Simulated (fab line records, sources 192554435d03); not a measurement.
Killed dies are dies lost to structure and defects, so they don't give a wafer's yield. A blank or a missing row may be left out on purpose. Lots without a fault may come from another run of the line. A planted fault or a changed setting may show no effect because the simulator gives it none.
Split-lot experiment | flow n5_finfet | 7 lots, 21 wafers read, on a route of 1938 steps

THE SPLIT
At N5_MIM_BOT_LITHO_EXPOSE_05 (exposes mask MIM BOT), the setting dose_mj was moved away from the recipe's 24.25 on 8 of the 21 wafers read, by -7.1% to +5.8%. The other wafers ran this setting at the recipe's value.

FROM THE SPLIT TO THE READING: what the file shows between them, 3 steps
- N5_MIM_BOT_LITHO_PEB_06
- N5_MIM_BOT_LITHO_DEVELOP_07: develop time 60 s
- N5_MIM_BOT_LITHO_HARDBAKE_09: time 120 s

THE READING
cd_nm, in nm, at N5_MIM_BOT_LITHO_CD_MEAS_08 (target cd 3000 nm). Fault-free wafers of this fab line usually give 3000.2 nm, standard deviation 2.4 nm.

wafer  | tool, chamber at the split | dose_mj as run | against the recipe | cd_nm, nm | against lot-mates on the recipe
L077.4 | krf_scanner-01, 0          | 24.25          | recipe             | 3002.0    | -
L077.5 | krf_scanner-01, 0          | 24.25          | recipe             | 2997.7    | -
L077.6 | krf_scanner-01, 0          | 24.25          | recipe             | 3000.8    | -
L076.3 | krf_scanner-01, 0          | 24.25          | recipe             | 3000.1    | -
L076.4 | krf_scanner-01, 0          | 24.25          | recipe             | 2998.8    | -
L076.5 | krf_scanner-01, 0          | 24.25          | recipe             | 2997.5    | -
L083.1 | krf_scanner-02, 0          | 25.19          | +3.9%              | 3006.4    | no lot-mate on the recipe
L083.5 | krf_scanner-02, 0          | 25.19          | +3.9%              | 3004.5    | no lot-mate on the recipe
L083.6 | krf_scanner-02, 0          | 25.19          | +3.9%              | 3002.9    | no lot-mate on the recipe
L085.1 | krf_scanner-02, 0          | 25.66          | +5.8%              | 3006.7    | +12.4
L085.2 | krf_scanner-02, 0          | 25.66          | +5.8%              | 3006.8    | +12.5
L085.4 | krf_scanner-02, 0          | 24.25          | recipe             | 2994.3    | -
L088.1 | krf_scanner-01, 0          | 24.25          | recipe             | 2999.1    | -
L088.2 | krf_scanner-01, 0          | 22.53          | -7.1%              | 2987.1    | -12.0
L088.3 | krf_scanner-01, 0          | 22.53          | -7.1%              | 2985.8    | -13.3
L090.1 | krf_scanner-02, 0          | 24.25          | recipe             | 3004.4    | -
L090.2 | krf_scanner-02, 0          | 24.25          | recipe             | 2999.6    | -
L090.3 | krf_scanner-02, 0          | 24.83          | +2.4%              | 3005.3    | +3.3
L092.1 | krf_scanner-02, 0          | 24.25          | recipe             | 3000.4    | -
L092.2 | krf_scanner-02, 0          | 24.25          | recipe             | 3001.6    | -
L092.6 | krf_scanner-02, 0          | 24.25          | recipe             | 3000.7    | -

THE FIT
A straight line over all 21 wafers: cd_nm changes by +1.58 nm for each +1% of dose_mj; r = +0.92; the points scatter about the line by 2.3 nm.
The same after taking each lot's own level away (the mean of its wafers on the recipe; 18 wafers): +1.91 nm for each +1%; r = +0.98; scatter 1.4 nm.
On that fit, the largest move of dose_mj shifts the reading by 14 nm.
The lots' own levels span 2994.30 to 3002.00 nm, that is 3.2 times the standard deviation above.
So the lot-to-lot level changes the slope: the two fits differ.
Check: with one of the wafers moved furthest among these (-7.1%) left out of the fit, the line predicts -14.1 nm for it against its lot-mates. It came out at -12 nm against them.

OTHER SPLITS ON THESE WAFERS
These wafers also went through other splits before the reading. Each is held against what the fit with the lots' levels taken away leaves over:
other split on the same wafers | wafers away from the commonest value | r with cd_nm (lot level and that fit taken away)
N5_BEOL_M15_ILD_DEP_00 time_s  | 6                                    | -0.08
N5_MIM_BOT_SPUTTER_00 time_s   | 6                                    | +0.08

THE FILE'S OWN FIT
cd_nm changes by +1.9 nm for each +1% of dose_mj, r = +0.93.
